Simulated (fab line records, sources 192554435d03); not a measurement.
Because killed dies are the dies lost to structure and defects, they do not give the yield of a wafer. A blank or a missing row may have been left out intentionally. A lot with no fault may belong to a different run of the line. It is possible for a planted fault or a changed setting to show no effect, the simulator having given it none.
Split-lot experiment ; flow n5_finfet ; 21 wafers read from 7 lots, route of 1938 steps

## ABOUT THE SPLIT
At N5_BEOL_M9_ILD_DEP_00 (deposits SiCOH lowk from DEMS/porogen, target thk 308.51 nm, time 58 s), the setting time_s was moved away from the recipe's 58 s on 6 of the 21 wafers read, by -13.9% to +14.4%. For the rest of the wafers, this setting stayed at what the recipe calls for.

## FROM SPLIT TO READING: 1 step shown by the file between the two
- N5_BEOL_M9_CURE_71: cures SiCOH lowk, time 240 s

## THE READING
M9_ILD_THK at N5_BEOL_M9_THK_MEAS_01, in nm. A value of 268 nm with a standard deviation of 3.2 nm is what fault-free wafers of this fab line usually give.

wafer;tool, chamber at the split;time_s as run, s;against the recipe;M9_ILD_THK, nm;against lot-mates on the recipe
L074.4;pecvd-01, 0;58;recipe;268;-
L074.5;pecvd-01, 1;58;recipe;268;-
L074.6;pecvd-01, 2;58;recipe;270;-
L075.2;pecvd-04, 2;53.89;-7.1%;244;-28
L075.3;pecvd-04, 1;53.89;-7.1%;247;-25
L075.6;pecvd-04, 0;58;recipe;272;-
L078.2;pecvd-02, 0;58;recipe;269;-
L078.4;pecvd-02, 2;58;recipe;274;-
L078.6;pecvd-02, 0;49.95;-13.9%;236;-36
L080.1;pecvd-04, 1;58;recipe;266;-
L080.4;pecvd-04, 1;58;recipe;267;-
L080.5;pecvd-04, 2;58;recipe;271;-
L084.3;pecvd-01, 1;58;recipe;260;-
L084.4;pecvd-01, 0;58;recipe;269;-
L084.5;pecvd-01, 1;58;recipe;264;-
L088.1;pecvd-01, 2;58;recipe;269;-
L088.3;pecvd-01, 1;58;recipe;266;-
L088.4;pecvd-01, 0;64.91;+11.9%;304;+36
L096.1;pecvd-04, 1;58;recipe;266;-
L096.2;pecvd-04, 2;66.37;+14.4%;302;+36
L096.6;pecvd-04, 1;66.37;+14.4%;308;+42

THE FIT
A straight line over all 21 wafers: M9_ILD_THK changes by +2.66 nm for each +1% of time_s; r = +0.98; the points scatter about the line by 3.7 nm.
The same after taking each lot's own level away (the mean of its wafers on the recipe; 21 wafers): +2.86 nm for each +1%; r = +0.99; scatter 3.3 nm.
Per that fit: largest time_s move, reading shift of 41 nm.
The span of the lots' own levels, 264.3 to 272.0 nm, comes to 2.4 times the standard deviation stated above.
The two slopes are in agreement: the lot-to-lot level therefore moves the slope only a little.
Check: with one of the wafers moved furthest among these (+14.4%) left out of the fit, the line predicts +42.6 nm for it against its lot-mates. Against them it came out at +36 nm.

## FURTHER SPLITS ON THESE WAFERS
Other splits were also applied to these wafers ahead of the reading. Each is held against what the fit with the lots' levels taken away leaves over:
other split on the same wafers;wafers away from the commonest value;r with M9_ILD_THK (lot level and that fit taken away)
N5_BEOL_M7_ETCH_61 source_w;6;+0.09
N5_BEOL_M7_COAT_64 spin_rpm;9;+0.16
N5_BEOL_M7_EXPOSE_25 dose_mj;6;-0.22
N5_BEOL_M7_VIA_ETCH_34 time_s;6;+0.42

## THE WHOLE CHAIN: every reading that the file lists as answering this split, in the file's order
step;what it does;reading;change (the file's fit);r (the file's)
N5_BEOL_M9_ILD_DEP_00;deposits SiCOH lowk from DEMS/porogen, target thk 308.51 nm, time 58 s;SiCOH_lowk_of_BEOL_M9_ILD_DEP_00.thk_nm (the simulator's own value, which no gauge read);+3.19 nm for each +1% of the setting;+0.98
N5_BEOL_M9_CURE_71;cures SiCOH lowk, time 240 s;SiCOH_lowk_of_BEOL_M9_ILD_DEP_00.thk_nm (the simulator's own value, which no gauge read);+2.82 nm for each +1% of the setting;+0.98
N5_BEOL_M9_THK_MEAS_01;;M9_ILD_THK;+2.84 for each +1% of the setting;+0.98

## THE FILE'S OWN FIT
M9_ILD_THK changes by +2.84 nm for each +1% of time_s, r = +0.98.
